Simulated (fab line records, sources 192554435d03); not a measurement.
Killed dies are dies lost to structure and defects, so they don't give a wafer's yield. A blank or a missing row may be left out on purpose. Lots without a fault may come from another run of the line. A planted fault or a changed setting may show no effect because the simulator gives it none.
fab line records | flow n5_finfet
record lots=22 wafers=66 last_day=20
route steps=1938 shown SDB@364 HKMG_FIN@407
lots that met no fault: from a run of the same line without faults
start_h: hours from the record's first day to the start of the lot's first wafer shown | wait_h: hours since the lot's step before | " the same as in the row above | L1.1+2: a row that stands for several wafers | - no value, or no start given | * or withheld: withheld | < > ~ a bound
route shown NAME@n: a module of which the file shows steps, and the number in the route of the first | usual: mean/standard deviation of fault-free wafers | same: alike in all rows | chamber/n: place in a boat | sites: the reading at each site | _std_site: their standard deviation | _edge_site: outer sites' mean less inner sites' | radius_mm: how far each site lies from the wafer's centre | mask NAME#n: copy n | behind: the tool/chamber that last shaped the wafer | hold: why the lot was held/for how many hours/how that ended | device: the transistor (n, p or np) that didn't switch | end of line: the same wafers' tests at the end of the route | a step without rows: its recipe alone | killed: dies lost to structure and defects at the first sort, not the wafer's yield | map: a wafer's dies, x killed, . not, _ none there
set.NAME: the setting as run; set.NAME@STEP: as run at that earlier step | model.NAME: the simulator's own value behind a step, which no gauge read
steps of the route over a sample of lots; a table a step, a row a wafer
services: from which hour (start_h, from the record's first day; less than 0 if before it) a tool's chamber was out of use, for how many hours, and why
## steps
# step N5_SDB_HM_OPEN_20
# recipe chemistry=CH3F/O2 target=SiNx mask_material=SOC target_depth_a=240 stop_on=poly-Si over_etch_frac=0.4 ion_energy_ev=120 pressure_mtorr=30 source_w=395 bias_w=73 Ar_flow_sccm=150 CH3F_flow_sccm=30 O2_flow_sccm=20
# usual CH3F_flow_sccm=30.00/0.086 O2_flow_sccm=20.01/0.066 drypump_motor_current_A=5.50/0.24 oes_product_au=0.65/0.062 rf_vpp_V=298.7/2.5 showerhead_plenum_p_Torr=2.01/0.063 throttle_valve_pct=16.30/0.23
# columns lot.wafer tool chamber start_h wait_h CH3F_flow_sccm O2_flow_sccm drypump_motor_current_A oes_product_au rf_hours_counter_h rf_vpp_V showerhead_plenum_p_Torr throttle_valve_pct
L074.2 rie_diel-05 0 67.83 0.0 30.00 19.94 5.11 0.64 125 297.0 2.09 16.57
L074.3 " 1 " " 29.99 19.98 5.57 0.58 214 299.9 2.06 16.53
L074.5 " 1 " " 29.89 20.05 5.52 0.59 - 299.9 2.06 16.54
L075.1 rie_diel-05 0 76.31 0.0 30.07 19.94 5.12 0.63 128 295.7 2.09 16.57
L075.5 " 0 " " 30.05 20.05 5.10 0.63 - 296.6 2.09 16.58
L075.6 " 2 " " 29.91 19.95 5.89 0.62 - 301.9 2.00 16.21
L076.2 rie_diel-06 1 80.07 0.0 30.03 20.03 5.83 0.68 54 298.8 2.04 15.87
L076.3 " 0 " " 29.93 19.93 5.52 0.62 146 297.3 1.92 16.47
L076.5 " 3 " " 29.93 20.01 5.30 0.69 - 300.7 2.02 16.38
L077.4 rie_diel-05 0 85.10 0.0 29.92 19.95 5.11 0.64 - 295.2 2.09 16.56
L077.5 " 1 " " 30.05 19.96 5.58 0.59 - 300.2 2.06 16.56
L077.6 " 2 " " 29.96 19.96 5.90 0.62 - 299.7 2.00 16.22
L078.1 rie_diel-06 1 91.11 0.0 30.02 20.01 5.85 0.68 59 297.8 2.04 15.89
L078.2 " 2 " " 29.97 19.96 5.27 0.61 160 301.0 2.00 16.12
L078.6 " 1 " " 29.97 20.10 5.84 0.68 - 299.2 2.04 15.88
L079.3 rie_diel-03 3 97.70 0.0 30.00 19.97 5.26 0.75 21 296.4 2.04 16.41
L079.5 " 1 " " 29.87 20.00 5.45 0.80 - 301.8 2.04 15.86
L079.6 " 0 " " 30.09 20.01 5.45 0.63 - 296.4 2.01 16.29
L080.3 rie_diel-05 3 105.23 0.0 29.97 20.04 5.63 0.80 6 299.3 2.05 16.11
L080.4 " 0 " " 30.09 20.00 5.10 0.64 141 294.8 2.08 16.58
L080.6 " 0 " " 30.07 20.02 5.11 0.65 - 295.5 2.08 16.60
L081.2 rie_diel-06 2 111.13 0.0 29.92 20.07 5.27 0.60 166 300.6 2.00 16.12
L081.5 " 3 " " 29.90 19.96 5.29 0.68 - 301.4 2.02 16.39
L081.6 " 2 " " 30.09 20.02 5.25 0.61 - 302.1 2.00 16.13
L082.2 rie_diel-05 0 115.07 0.0 30.03 20.05 5.12 0.62 145 295.6 2.08 16.60
L082.4 " 2 " " 30.16 19.93 5.94 0.61 175 301.3 2.00 16.24
L082.5 " 1 " " 30.02 19.91 5.50 0.58 - 299.0 2.05 16.56
L083.2 rie_diel-03 1 122.43 0.0 30.11 19.98 5.44 0.75 20 301.9 2.04 15.87
L083.5 " 1 " " 29.91 20.07 5.44 0.75 - 300.0 2.04 15.86
L083.6 " 2 " " 29.97 20.00 5.61 0.64 - 293.8 1.85 16.35
L085.1 rie_diel-06 0 130.72 0.0 30.07 20.02 5.54 0.61 163 297.4 1.91 16.49
L085.2 " 3 " " 30.01 20.11 5.31 0.65 110 299.3 2.02 16.39
L085.5 " 3 " " 29.97 20.09 5.34 0.67 - 299.4 2.02 16.42
L086.2 rie_diel-03 0 140.53 0.0 30.04 20.04 5.44 0.61 153 299.0 2.00 16.31
L086.4 " 2 " " 30.01 20.04 5.58 0.64 132 293.6 1.84 16.37
L086.6 " 2 " " 29.96 20.12 5.59 0.63 - 293.9 1.84 16.35
L087.2 rie_diel-06 3 146.97 0.0 30.14 20.02 5.30 0.64 116 300.9 2.02 16.40
L087.5 " 1 " " 30.03 20.02 5.86 0.65 - 299.3 2.03 15.92
L087.6 " 2 " " 30.06 20.13 5.25 0.59 - 301.7 1.99 16.16
L088.1 rie_diel-05 2 149.96 0.0 30.06 19.96 5.92 0.60 188 301.4 2.00 16.27
L088.2 " 1 " " 30.03 20.04 5.55 0.56 246 299.8 2.05 16.59
L088.4 " 0 " " 29.94 20.16 5.10 0.63 155 295.6 2.08 16.62
L090.2 rie_diel-03 3 165.39 0.0 30.20 19.99 5.27 0.70 42 298.0 2.03 16.47
L090.4 " 1 " " 29.96 20.10 5.44 0.73 35 301.8 2.03 15.90
L090.6 " 1 " " 30.04 20.07 5.42 0.74 - 301.0 2.03 15.90
L091.2 rie_diel-06 0 168.02 0.0 29.81 20.00 5.52 0.61 176 297.5 1.91 16.53
L091.4 " 1 " " 30.03 20.04 5.87 0.65 81 299.9 2.03 15.93
L091.6 " 2 " " 29.98 19.97 5.26 0.60 - 300.6 1.99 16.16
L092.3 rie_diel-06 2 174.26 0.0 29.96 20.03 5.27 0.59 191 300.2 1.99 16.16
L092.4 " 3 " " 30.14 20.15 5.32 0.65 125 300.0 2.01 16.43
L092.5 " 0 " " 29.99 19.97 5.53 0.61 - 296.6 1.91 16.52
L093.1 rie_diel-05 2 183.03 0.0 29.92 19.91 5.91 0.59 202 301.3 1.99 16.32
L093.2 " 1 " " 30.08 20.08 5.53 0.80 1 299.5 2.05 16.15
L093.5 " 1 " " 30.15 20.17 5.53 0.81 - 298.6 2.05 16.15
L094.2 rie_diel-03 2 187.16 0.0 29.97 19.98 5.60 0.60 149 293.4 1.84 16.41
L094.3 " 1 " " 29.91 20.11 5.44 0.71 44 301.2 2.03 15.92
L094.5 " 1 " " 29.90 20.03 5.46 0.73 - 301.2 2.03 15.91
L095.1 rie_diel-05 1 193.38 0.0 30.01 19.98 5.51 0.79 3 300.1 2.05 16.15
L095.4 " 3 " " 29.97 19.96 5.59 0.75 38 298.6 2.04 16.17
L095.5 " 2 " " 29.86 19.99 5.90 0.60 - 301.6 1.99 16.30
L096.1 rie_diel-03 3 198.76 0.0 30.01 20.03 5.25 0.69 54 297.7 2.03 16.51
L096.4 " 1 " " 29.90 19.97 5.44 0.73 47 302.2 2.03 15.92
L096.6 " 3 " " 29.97 20.00 5.27 0.71 - 298.7 2.03 16.48
L097.1 rie_diel-05 0 206.93 0.0 30.15 19.99 5.10 0.59 178 295.7 2.07 16.68
L097.4 " 3 " " 29.96 19.95 5.60 0.74 43 298.8 2.04 16.17
L097.6 " 3 " " 30.06 19.94 5.62 0.73 - 297.8 2.04 16.18
# step N5_SDB_ALD_29
# recipe material=SiNx target_thk_a=300 temp_c=400 ald_precursor_family=SiH2I2 ald_co_reactant=N2/H2-plasma pulse_time_s=1 ald_cycles=600 purge_time_s=2 co_reactant_purge_time_s=2 pressure_torr=2
# usual heater_power_w=855/80 precursor_pulse_height_rel=1.000/0.018 susceptor_temp_C=399.99/0.25
# same co_reactant_purge_time_s=2
# columns lot.wafer tool chamber start_h wait_h heater_power_w precursor_pulse_height_rel susceptor_temp_C
L074.2 ald_sin-03 0 68.43 0.0 880 1.006 399.49
L074.3 " 2 " " 924 0.986 400.54
L074.5 " 2 69.79 1.4 930 0.959 399.94
L075.1 ald_sin-02 0 76.88 0.0 835 1.001 400.17
L075.5 " 3 78.23 1.4 943 1.011 399.82
L075.6 " 2 " " 816 1.000 399.98
L076.2 ald_sin-04 1 80.93 0.0 683 0.993 400.12
L076.3 " 3 " " 729 1.027 399.93
L076.5 " 2 82.28 1.4 777 0.968 400.12
L077.4 ald_sin-03 2 85.69 0.1 926 1.012 399.86
L077.5 " 0 87.04 1.4 876 0.966 399.63
L077.6 " 3 " " 881 0.997 399.55
L078.1 ald_sin-03 0 92.00 0.3 886 1.008 399.77
L078.2 " 2 " " 928 0.990 399.76
L078.6 " 2 93.35 1.7 937 0.999 399.90
L079.3 ald_sin-04 1 98.33 0.1 689 1.034 399.77
L079.5 " 3 99.68 1.4 749 0.997 400.21
L079.6 " 0 " " 860 1.011 399.90
L080.3 ald_sin-02 2 105.86 0.0 798 1.030 400.10
L080.4 " 1 " " 745 1.028 400.15
L080.6 " 0 107.21 1.4 839 0.999 399.99
L081.2 ald_sin-04 1 111.76 0.0 696 0.989 400.54
L081.5 " 0 113.11 1.4 896 0.997 399.61
L081.6 " 1 " " 695 0.999 400.41
L082.2 ald_sin-02 3 115.81 0.0 1007 0.999 400.32
L082.4 " 0 " " 829 0.994 400.12
L082.5 " 0 117.17 1.4 850 0.987 399.89
L083.2 ald_sin-03 3 123.03 0.0 875 1.034 399.65
L083.5 " 0 124.39 1.4 874 1.004 399.48
L083.6 " 3 " " 872 0.999 399.82
L085.1 ald_sin-02 3 131.50 0.0 982 0.976 399.84
L085.2 " 0 " " 840 0.999 400.00
L085.5 " 3 132.85 1.4 1015 1.003 399.82
L086.2 ald_sin-03 3 141.10 0.0 880 1.011 399.72
L086.4 " 2 " " 960 1.015 399.97
L086.6 " 2 142.45 1.4 939 1.018 399.78
L087.2 ald_sin-02 3 147.53 0.0 1008 1.013 400.28
L087.5 " 0 148.89 1.4 838 0.960 400.21
L087.6 " 3 " " 1022 0.999 399.97
L088.1 ald_sin-04 1 150.53 0.0 708 0.991 400.11
L088.2 " 2 " " 766 0.987 400.45
L088.4 " 0 " " 893 0.980 400.14
L090.2 ald_sin-02 2 166.29 0.2 812 0.994 400.00
L090.4 " 3 " " 986 0.996 399.74
L090.6 " 0 167.65 1.5 860 1.003 399.96
L091.2 ald_sin-04 3 169.03 0.5 740 0.998 399.87
L091.4 " 1 " " 701 0.993 400.19
L091.6 " 0 170.38 1.8 897 0.982 400.37
L092.3 ald_sin-04 1 174.97 0.0 682 1.010 399.81
L092.4 " 3 " " 739 0.981 399.85
L092.5 " 1 176.32 1.4 711 0.991 400.13
L093.1 ald_sin-03 2 183.61 0.0 932 0.983 400.23
L093.2 " 3 " " 885 0.995 400.15
L093.5 " 3 184.96 1.4 853 0.992 400.70
L094.2 ald_sin-02 1 188.23 0.5 749 1.010 400.00
L094.3 " 3 " " 1002 1.009 399.95
L094.5 " 1 189.58 1.9 771 1.027 400.50
L095.1 ald_sin-03 2 193.96 0.0 949 0.974 399.96
L095.4 " 3 " " 868 1.029 399.86
L095.5 " 0 195.31 1.4 867 1.010 399.71
L096.1 ald_sin-03 3 199.67 0.0 885 0.992 400.20
L096.4 " 2 " " 953 0.974 400.25
L096.6 " 3 201.02 1.4 859 1.018 400.37
L097.1 ald_sin-03 0 209.32 1.4 866 1.004 400.02
L097.4 " 2 " " 931 0.971 399.89
L097.6 " 2 210.67 2.7 925 1.001 400.41
# step N5_HKMG_FIN_STRIP_93
# recipe chemistry=N2/H2 material=SOC time_s=20 power_w=500 temp_c=40 pressure_mtorr=50 rf_frequency_hz=6e+07 bias_power_w=8 h2_frac=0.5 n2_flow_sccm=300 h2_flow_sccm=300
# usual drypump_motor_current_A=5.50/0.23 oes_product_au=0.79/0.077 rf_vpp_V=54.2/0.88 showerhead_plenum_p_Torr=3.36/0.1 throttle_valve_pct=18.98/0.25
# columns lot.wafer tool chamber start_h wait_h drypump_motor_current_A oes_product_au rf_hours_counter_h rf_vpp_V showerhead_plenum_p_Torr throttle_valve_pct
L074.2 rie_diel-05 1 73.84 0.2 5.58 0.71 217 53.8 3.46 19.51
L074.3 " 2 " " 5.93 0.74 159 53.1 3.35 18.54
L074.5 " 0 " " 5.13 0.77 - 54.0 3.50 19.11
L075.1 rie_diel-03 2 82.29 0.2 5.61 0.79 111 54.8 3.11 18.83
L075.5 " 2 " " 5.61 0.78 - 55.6 3.11 18.81
L075.6 " 3 " " 5.32 0.92 - 52.8 3.42 19.05
L076.2 rie_diel-05 0 86.34 0.2 5.13 0.78 134 53.9 3.50 19.14
L076.3 " 2 " " 5.92 0.74 165 53.3 3.35 18.56
L076.5 " 2 " " 5.94 0.74 - 54.1 3.35 18.55
L077.4 rie_diel-05 0 91.28 0.2 5.13 0.77 137 54.3 3.50 19.14
L077.5 " 3 " " 5.62 1.00 - 53.9 3.44 18.74
L077.6 " 0 " " 5.14 0.77 - 54.5 3.50 19.13
L078.1 rie_diel-03 3 97.42 0.2 5.32 0.91 20 53.4 3.42 19.04
L078.2 " 1 " " 5.44 0.96 11 54.0 3.42 18.70
L078.6 " 0 " " 5.47 0.76 - 53.6 3.37 18.67
L079.3 rie_diel-05 3 104.12 0.2 5.59 0.99 5 53.8 3.44 18.76
L079.5 " 2 " " 5.94 0.73 - 53.6 3.35 18.55
L079.6 " 3 " " 5.61 0.98 - 54.7 3.44 18.76
L080.3 rie_diel-06 3 111.92 0.2 5.33 0.82 102 54.1 3.39 19.30
L080.4 " 3 " " 5.32 0.82 - 54.3 3.39 19.30
L080.6 " 0 " " 5.53 0.75 - 53.2 3.21 19.09
L081.2 rie_diel-06 3 117.59 0.2 5.35 0.82 105 54.0 3.39 19.30
L081.5 " 3 " " 5.33 0.81 - 54.2 3.39 19.31
L081.6 " 2 " " 5.29 0.74 - 55.5 3.35 18.78
L082.2 rie_diel-06 2 121.41 0.2 5.29 0.74 171 54.6 3.35 18.78
L082.4 " 0 " " 5.54 0.75 161 53.7 3.21 19.10
L082.5 " 0 " " 5.56 0.75 - 54.1 3.21 19.10
L083.2 rie_diel-06 3 128.76 0.2 5.32 0.81 109 55.2 3.39 19.32
L083.5 " 2 " " 5.29 0.73 - 55.3 3.35 18.78
L083.6 " 1 " " 5.85 0.82 - 55.9 3.40 19.06
L085.1 rie_diel-03 3 137.25 0.2 5.31 0.87 34 53.3 3.41 19.08
L085.2 " 0 " " 5.45 0.75 151 53.0 3.37 18.71
L085.5 " 2 " " 5.61 0.76 - 52.8 3.11 18.86
L086.2 rie_diel-05 0 146.50 0.2 5.14 0.75 154 56.4 3.49 19.16
L086.4 " 1 " " 5.59 0.67 244 54.0 3.44 19.57
L086.6 " 2 " " 5.91 0.72 - 53.7 3.34 18.58
L087.2 rie_diel-05 1 153.14 0.2 5.56 0.69 247 54.2 3.44 19.54
L087.5 " 3 " " 5.60 0.94 - 54.8 3.43 18.78
L087.6 " 0 " " 5.13 0.76 - 54.6 3.49 19.16
L088.1 rie_diel-06 1 155.98 0.2 5.89 0.81 78 54.6 3.40 19.06
L088.2 " 3 " " 5.36 0.81 119 54.0 3.38 19.34
L088.4 " 2 " " 5.30 0.73 184 53.0 3.34 18.79
L090.2 rie_diel-03 2 172.16 0.2 5.61 0.75 143 53.0 3.10 18.87
L090.4 " 3 " " 5.30 0.86 45 53.7 3.41 19.09
L090.6 " 3 " " 5.27 0.86 - 54.8 3.41 19.09
L091.2 rie_diel-03 3 174.92 0.2 5.32 0.86 46 54.6 3.41 19.08
L091.4 " 1 " " 5.48 0.89 39 54.2 3.40 18.75
L091.6 " 0 " " 5.47 0.72 - 51.9 3.36 18.72
L092.3 rie_diel-03 3 180.31 0.2 5.25 0.86 48 54.5 3.41 19.09
L092.4 " 0 " " 5.45 0.72 165 54.6 3.36 18.72
L092.5 " 1 " " 5.45 0.88 - 54.5 3.40 18.76
L093.1 rie_diel-06 3 189.08 0.2 5.32 0.78 131 54.2 3.38 19.34
L093.2 " 1 " " 5.89 0.80 89 52.2 3.39 19.07
L093.5 " 1 " " 5.89 0.80 - 53.6 3.39 19.08
L094.2 rie_diel-05 1 196.79 0.2 5.55 0.97 4 53.8 3.44 19.20
L094.3 " 3 " " 5.61 0.88 39 53.3 3.42 18.81
L094.5 " 0 " " 5.13 0.74 - 53.7 3.48 19.20
L095.1 rie_diel-06 3 199.59 0.2 5.32 0.79 134 55.4 3.37 19.33
L095.4 " 1 " " 5.87 0.79 92 54.1 3.39 19.10
L095.5 " 3 " " 5.34 0.78 - 54.6 3.37 19.36
L096.1 rie_diel-03 0 205.12 0.2 5.47 0.72 173 54.3 3.35 18.73
L096.4 " 1 " " 5.45 0.87 50 54.3 3.40 18.78
L096.6 " 3 " " 5.28 0.84 - 51.9 3.40 19.10
L097.1 rie_diel-06 3 214.60 0.2 5.34 0.77 139 53.3 3.37 19.36
L097.4 " 0 " " 5.56 0.73 192 52.7 3.19 19.14
L097.6 " 1 " " 5.91 0.79 - 54.1 3.39 19.10
# step N5_HKMG_FIN_STRIP_19
# recipe chemistry=N2/H2 power_w=2500 temp_c=300 h2_frac=0.65 time_s=360 pressure_mtorr=withheld n2_flow_sccm=1750 h2_flow_sccm=3250
# usual drypump_motor_current_A=5.7/0.66 heater_power_w=456/72
# columns lot.wafer tool chamber start_h wait_h drypump_motor_current_A heater_power_w rf_hours_counter_h
L074.2 plasma_asher-01 0 77.10 0.0 5.8 397 36
L074.3 " 0 " " 5.8 395 -
L074.5 " 0 " " 5.8 410 -
L075.1 plasma_asher-01 1 85.49 0.0 4.7 466 38
L075.5 " 1 " " 4.7 473 -
L075.6 " 0 " " 5.8 398 -
L076.2 plasma_asher-01 0 89.98 0.0 5.8 406 39
L076.3 " 0 " " 5.8 404 -
L076.5 " 0 " " 5.8 402 -
L077.4 plasma_asher-01 1 94.69 0.1 4.7 475 -
L077.5 " 0 " " 5.8 394 -
L077.6 " 1 " " 4.7 483 -
L078.1 plasma_asher-01 0 100.66 0.0 5.8 395 42
L078.2 " 1 " " 4.8 472 42
L078.6 " 1 " " 4.8 484 -
L079.3 plasma_asher-01 0 107.48 0.1 5.8 403 -
L079.5 " 0 " " 5.8 396 -
L079.6 " 1 " " 4.7 482 -
L080.3 plasma_asher-01 0 115.48 0.1 5.8 399 -
L080.4 " 1 " " 4.7 485 -
L080.6 " 0 " " 5.8 394 -
L081.2 plasma_asher-02 1 120.72 0.0 6.5 570 93
L081.5 " 1 " " 6.5 569 -
L081.6 " 0 " " 6.1 376 -
L082.2 plasma_asher-02 0 124.62 0.0 6.1 389 94
L082.4 " 0 " " 6.1 389 -
L082.5 " 0 " " 6.1 378 -
L083.2 plasma_asher-01 0 132.22 0.0 5.8 398 49
L083.5 " 0 " " 5.8 409 -
L083.6 " 1 " " 4.7 473 -
L085.1 plasma_asher-01 0 140.62 0.0 5.8 403 52
L085.2 " 1 " " 4.7 478 52
L085.5 " 0 " " 5.8 391 -
L086.2 plasma_asher-01 0 149.86 0.0 5.8 400 53
L086.4 " 0 " " 5.7 402 -
L086.6 " 1 " " 4.7 490 -
L087.2 plasma_asher-02 0 156.40 0.0 6.1 382 99
L087.5 " 0 " " 6.1 392 -
L087.6 " 1 " " 6.5 575 -
L088.1 plasma_asher-02 0 159.24 0.0 6.1 392 100
L088.2 " 1 " " 6.5 564 100
L088.4 " 0 " " 6.1 387 -
L090.2 plasma_asher-02 1 175.50 0.0 6.5 571 103
L090.4 " 1 " " 6.5 575 -
L090.6 " 1 " " 6.5 574 -
L091.2 plasma_asher-02 0 178.47 0.0 6.1 398 104
L091.4 " 1 " " 6.5 585 -
L091.6 " 0 " " 6.1 389 -
L092.3 plasma_asher-01 0 183.80 0.1 5.8 408 -
L092.4 " 1 " " 4.7 474 -
L092.5 " 1 " " 4.7 482 -
L093.1 plasma_asher-01 1 192.47 0.0 4.7 483 62
L093.2 " 0 " " 5.8 389 62
L093.5 " 1 " " 4.7 471 -
L094.2 plasma_asher-01 1 200.28 0.0 4.7 473 63
L094.3 " 1 " " 4.7 474 -
L094.5 " 0 " " 5.8 406 -
L095.1 plasma_asher-02 0 203.00 0.0 6.1 383 108
L095.4 " 0 " " 6.1 389 -
L095.5 " 0 " " 6.1 393 -
L096.1 plasma_asher-02 0 208.32 0.0 6.1 388 109
L096.4 " 0 " " 6.1 386 -
L096.6 " 0 " " 6.1 388 -
L097.1 plasma_asher-02 0 217.85 0.0 6.1 386 111
L097.4 " 0 " " 6.1 386 -
L097.6 " 0 " " 6.1 388 -
# step N5_HKMG_FIN_ALD_71
# recipe material=TiN target_thk_a=10 temp_c=400 ald_precursor_family=TiCl4 ald_co_reactant=NH3 pulse_time_s=1 purge_time_s=3 co_reactant_purge_time_s=2 co_reactant_pulse_time_s=2 ald_cycles=47 pressure_torr=3
# usual heater_power_w=924/70 precursor_pulse_height_rel=0.999/0.019 susceptor_temp_C=399.99/0.2
# same co_reactant_pulse_time_s=2 co_reactant_purge_time_s=2
# columns lot.wafer tool chamber start_h wait_h heater_power_w precursor_pulse_height_rel susceptor_temp_C
L074.2 ald_metal-02 2 78.56 0.0 967 0.974 400.00
L074.3 " 3 " " 881 1.008 400.06
L074.5 " 0 " " 842 0.965 400.51
L075.1 ald_metal-03 2 87.06 0.0 963 0.992 399.56
L075.5 " 1 " " 928 1.001 399.79
L075.6 " 2 " " 946 0.988 399.75
L076.2 ald_metal-02 2 91.46 0.0 974 0.957 399.92
L076.3 " 3 " " 892 1.004 400.10
L076.5 " 2 " " 969 1.000 400.20
L077.4 ald_metal-04 1 96.03 0.0 1048 0.996 400.01
L077.5 " 1 " " 1039 1.012 399.77
L077.6 " 0 " " 980 1.040 400.17
L078.1 ald_metal-04 1 102.14 0.0 1034 1.012 399.88
L078.2 " 3 " " 784 0.978 399.73
L078.6 " 0 " " 939 0.992 399.56
L079.3 ald_metal-03 2 108.88 0.0 960 1.004 399.91
L079.5 " 2 " " 962 1.006 400.04
L079.6 " 3 " " 910 0.988 399.91
L080.3 ald_metal-04 0 116.84 0.0 981 0.978 399.70
L080.4 " 2 " " 883 1.032 399.75
L080.6 " 1 " " 1056 0.994 399.83
L081.2 ald_metal-04 2 122.17 0.0 894 0.994 400.20
L081.5 " 1 " " 1013 0.996 400.01
L081.6 " 2 " " 900 0.986 400.20
L082.2 ald_metal-02 0 126.13 0.0 834 0.974 399.82
L082.4 " 1 " " 938 0.977 400.03
L082.5 " 1 " " 943 1.001 399.77
L083.2 ald_metal-02 0 133.89 0.0 865 1.022 399.96
L083.5 " 3 " " 913 1.025 400.21
L083.6 " 0 " " 822 0.989 400.32
L085.1 ald_metal-02 0 142.09 0.0 827 1.019 399.75
L085.2 " 2 " " 937 1.011 399.88
L085.5 " 2 " " 949 1.002 399.89
L086.2 ald_metal-03 0 151.32 0.0 908 1.036 400.21
L086.4 " 1 " " 924 0.996 399.90
L086.6 " 1 " " 888 0.987 399.82
L087.2 ald_metal-03 1 157.85 0.0 929 1.026 400.15
L087.5 " 1 " " 937 1.012 400.12
L087.6 " 0 " " 918 0.972 399.98
L088.1 ald_metal-04 1 160.70 0.0 1043 1.039 399.95
L088.2 " 2 " " 883 1.002 399.89
L088.4 " 0 " " 956 1.029 400.07
L090.2 ald_metal-04 0 177.24 0.0 967 0.996 399.69
L090.4 " 2 " " 926 1.010 399.77
L090.6 " 0 " " 968 0.988 399.99
L091.2 ald_metal-04 0 179.99 0.0 970 0.994 399.78
L091.4 " 2 " " 895 0.984 399.75
L091.6 " 0 " " 972 0.999 399.90
L092.3 ald_metal-03 0 185.15 0.0 903 0.999 400.43
L092.4 " 2 " " 961 1.019 399.91
L092.5 " 0 " " 909 0.955 400.04
L093.1 ald_metal-04 3 193.93 0.0 789 1.010 400.37
L093.2 " 0 " " 969 1.034 399.86
L093.5 " 1 " " 1056 0.974 399.94
L094.2 ald_metal-03 2 201.74 0.0 949 1.021 399.86
L094.3 " 0 " " 898 0.988 399.93
L094.5 " 1 " " 919 0.998 400.06
L095.1 ald_metal-04 2 204.46 0.0 895 1.013 399.79
L095.4 " 0 " " 969 0.993 400.03
L095.5 " 3 " " 792 0.999 400.11
L096.1 ald_metal-04 0 209.83 0.0 951 0.991 400.26
L096.4 " 2 " " 887 1.004 399.85
L096.6 " 0 " " 965 1.006 400.32
L097.1 ald_metal-02 2 219.32 0.0 993 1.022 399.66
L097.4 " 3 " " 900 0.991 400.07
L097.6 " 1 " " 922 1.027 400.10
# step N5_HKMG_FIN_ALD_21
# recipe material=TiN target_thk_a=15 temp_c=400 ald_precursor_family=TiCl4 ald_co_reactant=NH3 pulse_time_s=1 purge_time_s=3 co_reactant_purge_time_s=2 co_reactant_pulse_time_s=2 ald_cycles=68 pressure_torr=3
# usual heater_power_w=914/62 precursor_pulse_height_rel=1.004/0.02 susceptor_temp_C=400.02/0.21
# same co_reactant_pulse_time_s=2 co_reactant_purge_time_s=2
# columns lot.wafer tool chamber start_h wait_h heater_power_w precursor_pulse_height_rel susceptor_temp_C
L074.2 ald_metal-03 2 79.64 0.3 965 1.020 399.99
L074.3 " 1 " " 918 0.972 399.85
L074.5 " 3 " " 909 1.002 399.59
L075.1 ald_metal-04 3 88.23 0.3 785 0.994 400.04
L075.5 " 0 " " 969 1.016 400.52
L075.6 " 3 " " 775 0.994 400.18
L076.2 ald_metal-03 0 92.54 0.3 911 1.017 399.81
L076.3 " 3 " " 900 1.035 399.74
L076.5 " 0 " " 902 1.012 399.64
L077.4 ald_metal-03 1 97.11 0.1 915 1.006 400.06
L077.5 " 0 " " 897 1.007 400.14
L077.6 " 1 " " 919 1.016 399.75
L078.1 ald_metal-02 1 103.47 0.3 909 0.997 399.75
L078.2 " 3 " " 900 0.977 399.96
L078.6 " 2 " " 977 1.001 400.20
L079.3 ald_metal-04 0 110.10 0.1 985 0.989 400.09
L079.5 " 1 " " 1064 1.003 399.65
L079.6 " 0 " " 948 0.981 399.92
L080.3 ald_metal-03 2 117.92 0.1 949 0.999 400.23
L080.4 " 1 " " 917 1.008 400.05
L080.6 " 3 " " 933 0.999 399.83
L081.2 ald_metal-04 0 123.26 0.3 961 1.004 400.05
L081.5 " 3 " " 796 0.953 399.51
L081.6 " 0 " " 976 1.030 400.11
L082.2 ald_metal-04 1 127.22 0.3 1049 1.046 399.71
L082.4 " 2 " " 902 0.968 399.95
L082.5 " 2 " " 889 0.992 400.06
L083.2 ald_metal-04 1 135.35 0.6 1039 0.995 399.92
L083.5 " 3 " " 805 0.993 400.17
L083.6 " 2 " " 893 1.002 399.89
L085.1 ald_metal-04 1 143.18 0.3 1053 1.014 399.71
L085.2 " 0 " " 970 1.019 400.02
L085.5 " 2 " " 888 0.994 399.80
L086.2 ald_metal-02 0 152.70 0.3 843 1.001 399.97
L086.4 " 2 " " 971 0.988 399.70
L086.6 " 3 " " 916 0.999 400.24
L087.2 ald_metal-02 1 158.95 0.3 925 1.044 399.91
L087.5 " 3 " " 879 1.014 399.78
L087.6 " 0 " " 835 1.018 400.08
L088.1 ald_metal-02 0 161.78 0.3 826 0.984 400.00
L088.2 " 2 " " 984 0.997 399.61
L088.4 " 3 " " 883 0.996 400.35
L090.2 ald_metal-02 0 178.32 0.3 827 0.994 399.85
L090.4 " 2 " " 974 1.014 399.78
L090.6 " 0 " " 823 0.975 399.86
L091.2 ald_metal-02 1 181.67 0.3 886 0.994 399.66
L091.4 " 2 " " 972 0.993 400.01
L091.6 " 1 " " 919 0.996 399.92
L092.3 ald_metal-03 0 186.24 0.1 890 1.038 399.89
L092.4 " 3 " " 911 1.010 399.82
L092.5 " 2 " " 952 1.018 399.59
L093.1 ald_metal-02 1 195.01 0.3 935 1.002 400.08
L093.2 " 2 " " 969 0.995 400.01
L093.5 " 0 " " 839 1.030 399.95
L094.2 ald_metal-03 0 202.85 0.3 882 1.031 400.20
L094.3 " 2 " " 952 1.021 400.20
L094.5 " 1 " " 936 0.996 400.30
L095.1 ald_metal-03 2 205.70 0.3 946 1.003 400.17
L095.4 " 1 " " 912 0.997 400.00
L095.5 " 2 " " 963 1.035 400.15
L096.1 ald_metal-02 0 211.15 0.3 847 1.005 400.14
L096.4 " 3 " " 912 1.054 400.08
L096.6 " 0 " " 834 1.041 399.98
L097.1 ald_metal-04 0 220.80 0.3 950 1.021 400.35
L097.4 " 3 " " 784 0.972 399.79
L097.6 " 3 " " 792 0.995 399.84
## services
# columns tool chamber start_h hours kind
ald_metal-03 - 49.22 0.6 repair
ald_metal-02 - 50.67 0.3 repair
rie_diel-03 2 52.97 7.7 repair
plasma_asher-02 - 60.41 7.1 repair
rie_diel-05 3 74.42 - clean
rie_diel-05 3 74.42 - consumable_replace:focus_ring
rie_diel-05 3 74.42 15.5 scheduled_down
rie_diel-05 3 74.42 15.5 vent_cycle
ald_sin-02 - 85.25 14.0 pm
rie_diel-06 1 110.57 8.0 repair
ald_metal-03 0 116.01 7.5 repair
ald_metal-03 - 125.78 14.6 pm
ald_sin-03 3 134.81 2.6 repair
ald_metal-04 1 151.72 - calibration
ald_sin-04 - 164.23 2.8 pm
rie_diel-05 1 166.89 - clean
rie_diel-05 1 166.89 - consumable_replace:focus_ring
ald_sin-04 - 177.68 14.0 pm
rie_diel-05 2 191.71 1.3 repair
ald_metal-02 2 197.82 5.7 repair
ald_metal-03 3 197.98 31.3 repair
ald_sin-04 - 202.99 58.4 repair
ald_sin-03 1 212.90 5.8 repair
ald_sin-02 - 216.85 6.0 pm
## key
fault none
